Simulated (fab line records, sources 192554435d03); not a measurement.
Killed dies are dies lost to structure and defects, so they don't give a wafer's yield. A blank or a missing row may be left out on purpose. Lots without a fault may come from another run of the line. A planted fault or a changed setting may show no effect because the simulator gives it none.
fab line records | flow n5_finfet
record lots=5 wafers=15 last_day=17
route steps=1938 shown HKMG_FIN@433 GATE_CUT@465 BEOL_M4@1111 PASSIVATION@1936
lots that met no fault: from a run of the same line without faults
start_h: hours from the record's first day to the start of the lot's first wafer shown | wait_h: hours since the lot's step before | " the same as in the row above | L1.1+2: a row that stands for several wafers | - no value, or no start given | * or withheld: withheld | < > ~ a bound
route shown NAME@n: a module of which the file shows steps, and the number in the route of the first | usual: mean/standard deviation of fault-free wafers | same: alike in all rows | chamber/n: place in a boat | sites: the reading at each site | _std_site: their standard deviation | _edge_site: outer sites' mean less inner sites' | radius_mm: how far each site lies from the wafer's centre | mask NAME#n: copy n | behind: the tool/chamber that last shaped the wafer | hold: why the lot was held/for how many hours/how that ended | device: the transistor (n, p or np) that didn't switch | end of line: the same wafers' tests at the end of the route | a step without rows: its recipe alone | killed: dies lost to structure and defects at the first sort, not the wafer's yield | map: a wafer's dies, x killed, . not, _ none there
set.NAME: the setting as run; set.NAME@STEP: as run at that earlier step | model.NAME: the simulator's own value behind a step, which no gauge read
lots at some steps of the route; a table a step, a row a wafer
services: from which hour (start_h, from the record's first day; less than 0 if before it) a tool's chamber was out of use, for how many hours, and why
## steps
# step N5_HKMG_FIN_DESCUM_17
# recipe chemistry=O2 time_s=7.9 source_power_w=50 bias_power_w=20 pressure_mtorr=20 rf_frequency_hz=2.712e+07 temp_c=40 resist=CAR-ArF o2_flow_sccm=225
# step N5_HKMG_FIN_ETCH_31
# recipe chemistry=CF4 target=SiARC target_depth_a=455 mask_material=CAR-ArF time_s=75.8 ion_energy_ev=80 pressure_mtorr=40 source_w=545 bias_w=36 Ar_flow_sccm=100 cf4_flow_sccm=100 ends=cleared
# step N5_HKMG_FIN_ETCH_32
# recipe chemistry=N2/H2 target=SOC target_depth_a=2400 temp_c=40 time_s=300 ion_energy_ev=200 mask_material=SiARC pressure_mtorr=30 source_w=840 bias_w=150 n2_flow_sccm=200 h2_flow_sccm=200
# step N5_HKMG_FIN_STRIP_33
# recipe chemistry=N2/H2 temp_c=40 n2_flow_sccm=200 h2_flow_sccm=200 rf_frequency_hz=6e+07
# step N5_HKMG_FIN_STRIP_34
# recipe chemistry=CF4 resist=SiARC power_w=300 bias_power_w=75 pressure_mtorr=50 cf4_flow_sccm=150 rf_frequency_hz=6e+07
# step N5_HKMG_FIN_ETCH_35
# recipe chemistry=N2/H2 target=SOC target_depth_a=2158 ion_energy_ev=65 bias_w=5 source_w=3000 time_s=243.4 pressure_mtorr=30 n2_flow_sccm=200 h2_flow_sccm=200
# step N5_HKMG_FIN_STRIP_92
# recipe chemistry=N2/H2 material=SOC time_s=20 power_w=500 temp_c=40 pressure_mtorr=50 rf_frequency_hz=6e+07 bias_power_w=8 h2_frac=0.5 n2_flow_sccm=300 h2_flow_sccm=300
# step N5_HKMG_FIN_WET_ETCH_18
# recipe chemistry=SC1 target=TiN mix=1:1:5 temp_c=* time_s=55 target_depth_nm=5.2 dry=ipa_marangoni rinse_time_s=30 rinse_temp_c=23
# step N5_HKMG_FIN_STRIP_19
# recipe chemistry=N2/H2 power_w=2500 temp_c=300 h2_frac=0.65 time_s=360 pressure_mtorr=withheld n2_flow_sccm=1750 h2_flow_sccm=3250
# step N5_HKMG_FIN_ALD_91
# recipe material=TiN target_thk_a=10 temp_c=400 ald_precursor_family=TiCl4 ald_co_reactant=NH3 pulse_time_s=1 purge_time_s=3 co_reactant_purge_time_s=2 co_reactant_pulse_time_s=2 ald_cycles=47 pressure_torr=3
# usual ald_cycles=47/0 chamber_pressure_Torr=3.000/0.0061 heater_power_w=891/98 precursor_pulse_height_rel=1.003/0.021 purge_time_s=3/0
# columns lot.wafer tool chamber start_h wait_h ald_cycles chamber_pressure_Torr heater_power_w precursor_pulse_height_rel purge_time_s
L330.1 ald_metal-04 1 84.16 0.3 47 2.996 972 1.009 3
L330.2 " 2 " " 47 3.002 746 0.985 3
L330.4 " 0 " " 47 3.008 937 0.970 3
L348.3 ald_metal-04 0 201.58 0.1 - - - - -
L348.4 " 3 " " - - - - -
L348.6 " 2 " " - - - - -
L349.1 ald_metal-03 2 202.44 0.3 - - - - -
L349.4 " 0 " " - - - - -
L349.6 " 3 " " - - - - -
L350.1 ald_metal-04 0 206.52 0.3 - - - - -
L350.3 " 2 " " - - - - -
L350.5 " 0 " " - - - - -
L352.3 ald_metal-01 1 219.73 0.1 47 2.995 967 1.018 3
L352.5 " 2 " " 47 3.005 933 1.041 3
L352.6 " 1 " " 47 2.998 948 0.991 3
# step N5_HKMG_FIN_COAT_85
# recipe resist=SOC temp_c=250 time_s=60 spin_rpm=1500 resist_thk_nm=300
# step N5_HKMG_FIN_ETCH_86
# recipe chemistry=N2/H2 target=SOC target_depth_a=3932 stop_on=TiN ion_energy_ev=100 bias_w=61 pressure_mtorr=30 source_w=850 n2_flow_sccm=200 h2_flow_sccm=200
# step N5_HKMG_FIN_STRIP_89
# recipe chemistry=N2/H2 material=SOC time_s=20 power_w=500 temp_c=40 pressure_mtorr=50 rf_frequency_hz=6e+07 bias_power_w=8 h2_frac=0.5 n2_flow_sccm=300 h2_flow_sccm=300
# step N5_HKMG_FIN_WET_ETCH_87
# recipe chemistry=SC1 target=TiN mix=1:2:40 temp_c=50 time_s=154.2 target_depth_nm=4.7 dry=ipa_marangoni rinse_time_s=30 rinse_temp_c=23
# step N5_HKMG_FIN_STRIP_88
# recipe chemistry=N2/H2 power_w=2500 temp_c=300 h2_frac=0.65 time_s=360 pressure_mtorr=withheld n2_flow_sccm=1750 h2_flow_sccm=3250
# step N5_HKMG_FIN_NWFM_ALD_20
# recipe material=TiAlC target_thk_a=20 temp_c=300 ald_precursor_family=TiCl4 ald_co_reactant=TEA pulse_time_s=3 purge_time_s=2 co_reactant_purge_time_s=2 co_reactant_pulse_time_s=10 ald_cycles=7 pressure_torr=3
# step N5_HKMG_FIN_ALD_71
# recipe material=TiN target_thk_a=10 temp_c=400 ald_precursor_family=TiCl4 ald_co_reactant=NH3 pulse_time_s=1 purge_time_s=3 co_reactant_purge_time_s=2 co_reactant_pulse_time_s=2 ald_cycles=47 pressure_torr=3
# step N5_HKMG_FIN_COAT_66
# recipe resist=SOC temp_c=250 time_s=60 spin_rpm=1500 resist_thk_nm=300
# step N5_HKMG_FIN_ETCH_67
# recipe chemistry=N2/H2 target=SOC target_depth_a=3889 stop_on=TiN ion_energy_ev=100 bias_w=61 pressure_mtorr=30 source_w=850 n2_flow_sccm=200 h2_flow_sccm=200
# step N5_HKMG_FIN_STRIP_90
# recipe chemistry=N2/H2 material=SOC time_s=20 power_w=500 temp_c=40 pressure_mtorr=50 rf_frequency_hz=6e+07 bias_power_w=8 h2_frac=0.5 n2_flow_sccm=300 h2_flow_sccm=300
# step N5_HKMG_FIN_WET_ETCH_73
# recipe chemistry=SC1 mix=1:2:40 temp_c=50 time_s=42.3 target_depth_nm=1.3 dry=ipa_marangoni rinse_time_s=30 rinse_temp_c=23
# step N5_HKMG_FIN_ETCHBACK_68
# recipe chemistry=Cl2/Ar stop_on=HfO2 target_depth_a=5 pressure_mtorr=10 icp_w=600 bias_w=60 Cl2_flow_sccm=40 Ar_flow_sccm=60
# step N5_HKMG_FIN_STRIP_69
# recipe chemistry=N2/H2 power_w=2500 temp_c=300 h2_frac=0.65 time_s=360 pressure_mtorr=withheld n2_flow_sccm=1750 h2_flow_sccm=3250
# step N5_HKMG_FIN_ALD_21
# recipe material=TiN target_thk_a=15 temp_c=400 ald_precursor_family=TiCl4 ald_co_reactant=NH3 pulse_time_s=1 purge_time_s=3 co_reactant_purge_time_s=2 co_reactant_pulse_time_s=2 ald_cycles=68 pressure_torr=3
# step N5_HKMG_FIN_ALD_72
# recipe material=W target_thk_a=20 temp_c=300 pressure_torr=7.5 ald_precursor_family=WF6 ald_co_reactant=B2H6 pulse_time_s=1 purge_time_s=2 co_reactant_purge_time_s=2 co_reactant_pulse_time_s=3 ald_cycles=7
# step N5_HKMG_FIN_W_FILL_22
# recipe material=W target_thk_a=600 temp_c=400 pressure_torr=39.4 time_s=18.2
# step N5_HKMG_FIN_PRECLEAN_83
# recipe chemistry=DIW time_s=57.5 temp_c=23
# step N5_HKMG_FIN_SRD_84
# recipe dry_time_s=32 dry=n2_spin spin_rpm=1500
# step N5_HKMG_FIN_CMP_23
# recipe stop_on=SiNx t_overpolish_s=10 post_cmp_clean=rinse_only down_force_psi=4 platen_rpm=50.289 pad_velocity_m_s=1.0006 target_thk_nm=46.326
# step N5_HKMG_FIN_CMP_94
# recipe stop_on=SiNx post_cmp_clean=w_dilute_nh4oh t_overpolish_s=4.7 down_force_psi=4 platen_rpm=50.289 pad_velocity_m_s=1.0006 target_thk_nm=43.299
# step N5_GATE_CUT_ETCHBACK_00
# recipe chemistry=SF6/Cl2 target=W pressure_mtorr=8 icp_w=900 bias_w=80 SF6_flow_sccm=40 Cl2_flow_sccm=60
# step N5_GATE_CUT_ETCH_56
# recipe chemistry=Cl2/Ar target=TiN target_depth_a=216 pressure_mtorr=10 icp_w=600 bias_w=60 Cl2_flow_sccm=40 Ar_flow_sccm=60
# step N5_GATE_CUT_ETCHBACK_30
# recipe chemistry=Cl2/Ar target=TiN target_depth_a=30 mode=isotropic pressure_mtorr=10 icp_w=600 bias_w=60 Cl2_flow_sccm=40 Ar_flow_sccm=60
# step N5_GATE_CUT_VAPOR_ETCH_60
# recipe chemistry=BCl3/Cl2 target=HfO2 mode=isotropic
# step N5_GATE_CUT_ETCH_58
# recipe chemistry=CH3F/O2 target=SiNx target_depth_a=170 time_s=128.6 ion_energy_ev=50 pressure_mtorr=30 source_w=415 bias_w=21 Ar_flow_sccm=150 CH3F_flow_sccm=30 O2_flow_sccm=20
# step N5_GATE_CUT_STRIP_59
# recipe chemistry=N2/H2 time_s=20 power_w=100 temp_c=40 pressure_mtorr=100 rf_frequency_hz=6e+07 bias_power_w=3 n2_flow_sccm=300 h2_flow_sccm=300
# step N5_GATE_CUT_PRECLEAN_31
# recipe temp_c=23 chemistry=DIW time_s=300
# step N5_BEOL_M4_RC_MEAS_101
# usual DIBL_N=36.3/1.2 DIBL_P=36.7/1.5 IGATE_N=0.0113/0.0012 IOFF_N=0.164/0.02 IOFF_N_85C=3.2/0.34 IOFF_N_LIN=0.075/0.0075 IOFF_N_LONG=5.57e-05/1.9e-06 IOFF_P=0.214/0.024 IOFF_P_85C=3.7/0.34 IOFF_P_LIN=0.101/0.009 IOFF_P_LONG=0.000107/6e-06 ION_N=673/8.5 ION_P=461/5.9 SS_N=71.6/0.44 SS_P=73.3/0.55 VT_N=249.4/2.4 VT_N_LONG=274.2/1.9 VT_N_LVT=98.3/2.8 VT_P=-250.0/2.3 VT_P_LONG=-274.8/2.3 VT_P_LVT=-98.8/2.4
# columns lot.wafer tool chamber start_h wait_h DIBL_N[mV/V] DIBL_P[mV/V] IGATE_N[nA/um] IOFF_N[nA/um] IOFF_N_85C[nA/um] IOFF_N_LIN[nA/um] IOFF_N_LONG[nA/um] IOFF_P[nA/um] IOFF_P_85C[nA/um] IOFF_P_LIN[nA/um] IOFF_P_LONG[nA/um] ION_N[uA/um] ION_P[uA/um] SS_N[mV/dec] SS_P[mV/dec] VT_N[mV] VT_N_LONG[mV] VT_N_LVT[mV] VT_P[mV] VT_P_LONG[mV] VT_P_LVT[mV]
L330.1 prober-02 0 171.73 0.0 35.2 33.6 0.0106 0.146 2.8 0.069 5.68e-05 0.190 3.3 0.092 0.000112 674 462 71.2 72.8 250.3 272.3 98.8 -249.2 -276.2 -99.2
L330.2 " 0 " " 36.0 34.6 0.0105 0.151 2.9 0.070 5.51e-05 0.207 3.6 0.099 0.000111 660 462 71.9 73.1 250.2 272.1 99.8 -248.8 -273.8 -96.8
L330.4 " 0 " " 36.6 34.5 0.0102 0.158 3.0 0.070 5.63e-05 0.204 3.5 0.097 0.000113 666 457 71.4 73.3 250.9 273.5 98.7 -249.3 -274.6 -99.2
L349.1 prober-02 0 286.17 0.0 37.4 36.7 0.0836 27.235 225.7 12.205 0.0082233 0.045 1.0 0.021 5.1e-05 951 396 71.2 72.6 104.9 128.7 -48.0 -294.5 -318.1 -141.4
L349.4 " 0 " " 36.9 35.8 0.0795 24.446 206.4 10.888 0.0080619 0.042 0.9 0.020 5.1e-05 921 387 71.7 73.3 106.6 129.4 -45.4 -298.1 -318.4 -143.7
L349.6 " 0 " " 36.5 35.9 0.0917 24.921 208.9 11.443 0.008121 0.043 1.0 0.021 5.1e-05 940 392 71.1 73.2 105.2 129.0 -46.5 -293.6 -320.8 -142.7
L348.3 prober-01 0 286.79 0.3 35.1 35.0 0.0935 25.777 217.4 11.680 0.0077285 0.043 0.9 0.021 5.3e-05 952 393 71.6 72.9 105.2 130.4 -46.0 -295.5 -321.1 -144.0
L348.4 " 0 " " 34.8 35.3 0.0962 24.486 207.5 11.319 0.0076371 0.040 0.9 0.020 5.3e-05 948 393 71.4 73.4 106.2 131.3 -45.2 -294.3 -318.4 -143.9
L348.6 " 0 " " 35.9 36.5 0.0854 27.835 232.8 12.498 0.0077214 0.046 1.0 0.022 5.1e-05 948 392 71.9 74.0 104.1 130.8 -46.1 -293.1 -318.3 -141.8
L350.1 prober-01 0 300.04 0.0 36.3 37.0 0.0969 25.882 226.5 12.014 0.008084 0.046 1.0 0.021 5.5e-05 950 398 71.0 72.8 104.2 131.2 -48.4 -295.0 -315.6 -141.0
L350.3 " 0 " " 37.6 37.8 0.0853 28.553 243.1 12.861 0.0081202 0.050 1.1 0.023 5.5e-05 943 389 72.1 73.7 102.2 130.4 -49.2 -295.2 -316.9 -140.1
L350.5 " 0 " " 35.0 35.8 0.1034 23.068 204.5 10.875 0.0082977 0.043 0.9 0.021 5.5e-05 948 397 71.3 72.3 104.5 130.0 -47.3 -295.9 -316.5 -141.0
L352.3 prober-02 0 307.49 0.3 37.3 39.5 0.0104 0.178 3.5 0.080 5.36e-05 0.237 4.0 0.109 0.000104 679 466 71.8 73.9 250.1 276.8 99.3 -250.4 -273.7 -98.3
L352.5 " 0 " " 38.1 40.5 0.0128 0.196 3.7 0.086 5.33e-05 0.242 4.2 0.109 0.000105 682 467 72.0 74.5 247.9 276.7 97.1 -249.3 -276.2 -98.4
L352.6 " 0 " " 36.9 39.9 0.0107 0.183 3.5 0.083 5.38e-05 0.241 4.1 0.112 0.000107 688 469 71.3 73.9 247.6 277.6 96.6 -249.9 -272.7 -98.8
# step N5_PASSIVATION_PROBE_49
# usual defect_limited_yield=91.2/1.5 killed_at_M0_to_M3=35/11 killed_at_M4_up=13/5.6 killed_at_contacts=13/6.3 killed_at_front_end=38/12 killed_at_other=3.7/2.9 killed_dies=104/18 killed_open=69/13 killed_short=34/8.3 sort_bin_4_leakage=0/0 sort_bin_5_function=5.2/0.95 sort_bin_6_memory=3.3/0.68 sort_n_pass=1076/18 sort_yield_pct=91.2/1.5
# same gross_dies=1180 killed_at_back_side=0 sort_bin_8_speed[%]=0
# columns lot.wafer tool chamber start_h wait_h defect_limited_yield[%] killed_at_M0_to_M3 killed_at_M4_up killed_at_contacts killed_at_front_end killed_at_other killed_dies killed_open killed_short sort_bin_4_leakage[%] sort_bin_5_function[%] sort_bin_6_memory[%] sort_n_pass sort_yield_pct[%]
L330.1 prober-01 - 286.01 0.0 91.3 38 17 15 28 5 103 64 35 0 4.3 4.1 1077 91.3
L330.2 prober-01 - 286.06 0.1 90.8 45 5 13 40 5 108 67 40 0 5.1 3.6 1072 90.8
L330.4 prober-01 - 286.16 0.2 90.1 41 16 19 35 6 117 82 33 0 6.0 3.6 1063 90.1
L348.3 prober-01 - 393.66 0.1 92.6 36 9 11 28 3 87 59 27 92.63 4.8 2.3 0 0
L348.4 prober-01 - 393.71 0.2 90.5 57 13 9 25 8 112 77 35 90.51 5.5 3.6 0 0
L348.6 prober-01 - 393.81 0.3 89.4 59 12 14 34 6 125 84 41 89.41 5.8 4.3 0 0
L349.1 prober-02 - 397.93 0.6 89.7 35 9 29 47 1 121 82 38 89.75 5.7 4.3 0 0
L349.4 prober-02 - 398.08 0.7 89.5 28 16 28 48 4 124 83 41 89.49 5.6 4.7 0 0
L349.6 prober-02 - 398.18 0.8 88.1 49 6 21 64 0 140 93 46 88.14 6.8 4.5 0 0
L350.1 prober-01 - 409.84 0.0 93.4 17 14 9 37 1 78 49 26 93.39 4.4 2.0 0 0
L350.3 prober-01 - 409.94 0.1 91.4 42 7 13 34 5 101 71 29 91.44 5.3 3.1 0 0
L350.5 prober-01 - 410.04 0.2 90.7 22 13 29 45 1 110 66 41 90.68 5.9 3.2 0 0
L352.3 prober-01 - 411.96 0.1 92.4 23 12 22 27 6 90 63 27 0 4.3 3.1 1090 92.4
L352.5 prober-01 - 412.06 0.2 92.9 26 12 14 30 2 84 61 22 0 4.2 2.7 1096 92.9
L352.6 prober-01 - 412.11 0.3 92.8 22 11 23 28 1 85 56 26 0 4.4 2.6 1095 92.8
# killed by level:class
L330.1 MOL_CONTACT_COAG:geometric_particle:open=12 BEOL_M0_SAQP:geometric_particle:open=10 BEOL_M3:geometric_particle:open=7 BEOL_M0_SAQP:geometric_particle:short=7 BEOL_M4:geometric_particle:open=7 FIN_SAQP:geometric_particle:open=6 FIN_SAQP:geometric_particle:short=5 BEOL_M3:geometric_particle:short=5
L330.2 BEOL_M0_SAQP:geometric_particle:open=13 MOL_CONTACT_COAG:geometric_particle:open=11 BEOL_M3:geometric_particle:open=11 BEOL_M0_SAQP:geometric_particle:short=10 FIN_SAQP:geometric_particle:short=7 STARTING-WAFER:geometric_particle:short=7 STI_FIN_REVEAL:geometric_particle:open=6 GATE_CUT:geometric_particle:short=4
L330.4 MOL_CONTACT_COAG:geometric_particle:open=13 BEOL_M0_SAQP:geometric_particle:open=11 DUMMY_GATE:geometric_particle:open=10 FIN_SAQP:geometric_particle:open=9 BEOL_M0_SAQP:geometric_particle:short=9 BEOL_M1:geometric_particle:open=9 BEOL_M4:geometric_particle:open=9 MOL_CONTACT_COAG:geometric_particle:short=5
L348.3 FIN_SAQP:geometric_particle:open=11 BEOL_M3:geometric_particle:open=10 BEOL_M1:geometric_particle:open=8 MOL_CONTACT_COAG:geometric_particle:open=7 FIN_SAQP:geometric_particle:short=6 BEOL_M2:geometric_particle:open=6 BEOL_M0_SAQP:geometric_particle:short=5 MOL_CONTACT_COAG:geometric_particle:short=4
L348.4 BEOL_M0_SAQP:geometric_particle:short=14 BEOL_M0_SAQP:geometric_particle:open=11 BEOL_M2:geometric_particle:open=9 BEOL_M3:geometric_particle:open=9 BEOL_M1:geometric_particle:open=8 FIN_SAQP:geometric_particle:open=6 STI_FIN_REVEAL:geometric_particle:open=6 MOL_CONTACT_COAG:geometric_particle:open=6
L348.6 BEOL_M3:geometric_particle:open=19 MOL_CONTACT_COAG:geometric_particle:open=12 FIN_SAQP:geometric_particle:short=9 BEOL_M2:geometric_particle:open=9 FIN_SAQP:geometric_particle:open=7 BEOL_M1:geometric_particle:open=7 BEOL_M3:geometric_particle:short=6 BEOL_M0_SAQP:geometric_particle:open=5
L349.1 MOL_CONTACT_COAG:geometric_particle:open=22 STI_FIN_REVEAL:geometric_particle:open=15 BEOL_M0_SAQP:geometric_particle:open=14 FIN_SAQP:geometric_particle:open=7 MOL_CONTACT_COAG:geometric_particle:short=7 BEOL_M0_SAQP:geometric_particle:short=7 FIN_SAQP:geometric_particle:short=5 GATE_CUT:geometric_particle:short=4
L349.4 MOL_CONTACT_COAG:geometric_particle:open=23 FIN_SAQP:geometric_particle:open=14 BEOL_M4:geometric_particle:open=12 BEOL_M0_SAQP:geometric_particle:open=10 FIN_SAQP:geometric_particle:short=8 BEOL_M0_SAQP:geometric_particle:short=8 STI_FIN_REVEAL:geometric_particle:open=7 MOL_CONTACT_COAG:geometric_particle:short=5
L349.6 STI_FIN_REVEAL:geometric_particle:open=21 FIN_SAQP:geometric_particle:short=17 MOL_CONTACT_COAG:geometric_particle:open=16 FIN_SAQP:geometric_particle:open=13 BEOL_M0_SAQP:geometric_particle:short=10 BEOL_M1:geometric_particle:open=10 BEOL_M3:geometric_particle:open=9 BEOL_M0_SAQP:geometric_particle:open=8
L350.1 FIN_SAQP:geometric_particle:short=8 MOL_CONTACT_COAG:geometric_particle:open=7 BEOL_M1:geometric_particle:open=6 DUMMY_GATE:geometric_particle:open=5 BEOL_M3:geometric_particle:open=5 FIN_SAQP:geometric_particle:open=3 GATE_CUT:geometric_particle:open=3 GATE_CUT:geometric_particle:short=3
L350.3 MOL_CONTACT_COAG:geometric_particle:open=11 BEOL_M2:geometric_particle:open=11 FIN_SAQP:geometric_particle:open=10 BEOL_M3:geometric_particle:open=8 BEOL_M0_SAQP:geometric_particle:open=7 FIN_SAQP:geometric_particle:short=5 STI_FIN_REVEAL:geometric_particle:open=5 BEOL_M0_SAQP:geometric_particle:short=5
L350.5 MOL_CONTACT_COAG:geometric_particle:open=24 FIN_SAQP:geometric_particle:short=13 STI_FIN_REVEAL:geometric_particle:open=9 MOL_CONTACT_COAG:geometric_particle:short=5 BEOL_M0_SAQP:geometric_particle:short=5 BEOL_M2:geometric_particle:open=5 BEOL_M3:geometric_particle:open=5 STI_FIN_REVEAL:geometric_particle:short=4
L352.3 MOL_CONTACT_COAG:geometric_particle:open=19 STI_FIN_REVEAL:geometric_particle:open=7 BEOL_M0_SAQP:geometric_particle:short=7 BEOL_M2:geometric_particle:open=6 FIN_SAQP:geometric_particle:short=4 BEOL_M0_SAQP:geometric_particle:open=4 BEOL_M7:geometric_particle:open=4 STARTING-WAFER:geometric_particle:open=4
L352.5 BEOL_M2:geometric_particle:open=15 MOL_CONTACT_COAG:geometric_particle:open=11 FIN_SAQP:geometric_particle:open=8 BEOL_M4:geometric_particle:open=6 BEOL_M0_SAQP:geometric_particle:short=4 STI_FIN_REVEAL:geometric_particle:short=3 STI_FIN_REVEAL:geometric_particle:open=3 GATE_CUT:geometric_particle:open=3
L352.6 MOL_CONTACT_COAG:geometric_particle:open=19 STI_FIN_REVEAL:geometric_particle:open=8 FIN_SAQP:geometric_particle:short=6 BEOL_M2:geometric_particle:open=5 MOL_CONTACT_COAG:geometric_particle:short=4 BEOL_M0_SAQP:geometric_particle:short=4 BEOL_M7:geometric_particle:open=4 FIN_SAQP:geometric_particle:open=3
# map L348.6 (x killed, . not)
_________________............________________
______________.................._____________
___________.......x......x.......x.__________
__________........x.xx.............._________
________.xx.x.............x..xx....x.._______
_______..x..............x.........x....______
______........x.....x..................._____
_____..............x.............x.......____
____..........................x...........___
___...............x.........x..............__
___..xx........x...x.....x........x........__
__........x.....x..x...........x............_
__.........x....x..........................._
_..x....x............x....x.........x........
_..x....................x..................x.
_...x..........x...x....x....x.....x...x.x...
_.....x.x..xx...x.................x.....x....
_x...x..x.......x......x....x.x.....x.xx.....
_.x..........x.....x.........................
_.....x.x.x..x......x...x....................
_.x...........................x.x............
__..x.....x....x....x.....x................._
__.............x......x....x................_
___.........x.............x................__
___....x.........x.x......x....x...........__
____........x.......xx..........x....xx...___
_____...x..x................x..xx...x....____
______x.........x.x......x..x..........._____
_______x............x..x...x........x..______
________.............................._______
__________..xx.........xx..........._________
___________x....x...............x..__________
______________.....x............_____________
_________________............________________
# map L349.6 (x killed, . not)
_________________...x........________________
______________...xx............._____________
___________x....x.........x........__________
__________....................x....x_________
________...x.......x.................._______
_______.x...xx.x......x...x............______
______.....x........x........x.........._____
_____x.x.......x..x.....x.x.x...........x____
____x..........x..........................___
___..............xx.......x..xxx...........__
___...x...........x........................__
__.....................x.x...........x......_
__.....x...x.............x..............x..._
_.............x.xx....x.......x.x..x.....x...
_...................x..........x..x........x.
_.................x.................x...x....
_..x...x.........................x.x..x......
_x.....x..x..................x..x............
_......x..x.........x..................x.....
_.......x.x..............x.......x....x...x..
_.............................x..x.x.........
__x.x.....................x...x..x..x.....x._
__.x....x....xx...x.....x.....xx.x.........._
___......x...x..x..x.x....x..........x.x...__
___.......x....x.x.x................x......__
____.xx..x..x................x............___
_____....................x...............____
______........x.....x..................x_____
_______x..................xxx.x........______
________..x......................x.x.._______
__________.......................x.._________
___________....x...x.x.x..x..xx....__________
______________..x.x............._____________
_________________....x.x.....________________
## services
# columns tool chamber start_h hours kind
ald_metal-01 - 97.34 2.8 pm
ald_metal-04 - 110.42 12.1 repair
ald_metal-01 0 132.30 3.4 repair
ald_metal-03 3 141.46 3.9 repair
ald_metal-01 1 155.90 6.0 repair
ald_metal-03 1 160.26 65.4 repair
## key
first_sign step=N5_HKMG_FIN_ALD_91 reading=tool_record direction=missing
effect step=N5_BEOL_M4_RC_MEAS_101 reading=IOFF_N_LONG direction=up sigmas=99+ usual=5.57e-05 struck=0.0079995
effect step=N5_BEOL_M4_RC_MEAS_101 reading=IOFF_N_LIN direction=up sigmas=99+ usual=0.075 struck=11.754
effect step=N5_BEOL_M4_RC_MEAS_101 reading=IOFF_N direction=up sigmas=99+ usual=0.164 struck=25.800
effect step=N5_BEOL_M4_RC_MEAS_101 reading=IOFF_N_85C direction=up sigmas=99+ usual=3.2 struck=219.2
effect step=N5_BEOL_M4_RC_MEAS_101 reading=VT_N_LONG direction=down sigmas=77 usual=274.2 struck=130.1
effect step=N5_BEOL_M4_RC_MEAS_101 reading=IGATE_N direction=up sigmas=64 usual=0.0113 struck=0.0906
effect step=N5_BEOL_M4_RC_MEAS_101 reading=VT_N direction=down sigmas=60 usual=249.4 struck=104.8
effect step=N5_BEOL_M4_RC_MEAS_101 reading=VT_N_LVT direction=down sigmas=52 usual=98.3 struck=-46.9
effect step=N5_BEOL_M4_RC_MEAS_101 reading=ION_N direction=up sigmas=32 usual=673 struck=945
effect step=N5_BEOL_M4_RC_MEAS_101 reading=VT_P direction=down sigmas=19 usual=-250.0 struck=-295.0
effect step=N5_BEOL_M4_RC_MEAS_101 reading=VT_P_LONG direction=down sigmas=19 usual=-274.8 struck=-318.2
effect step=N5_BEOL_M4_RC_MEAS_101 reading=VT_P_LVT direction=down sigmas=18 usual=-98.8 struck=-142.2
effect step=N5_PASSIVATION_PROBE_49 reading=sort_bin_4_leakage direction=up sigmas=99+ usual=0 struck=90.60
met_at N5_HKMG_FIN_ALD_91
struck_wafers L348.3,L348.4,L348.6,L349.1,L349.4,L349.6,L350.1,L350.3,L350.5
onset_between 84.16 201.58
fault kind=skipped_step_whole tool=ald_metal-03,ald_metal-04 chamber=- onset_h=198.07 steps=N5_HKMG_FIN_ALD_91 scope=struck_lots_only
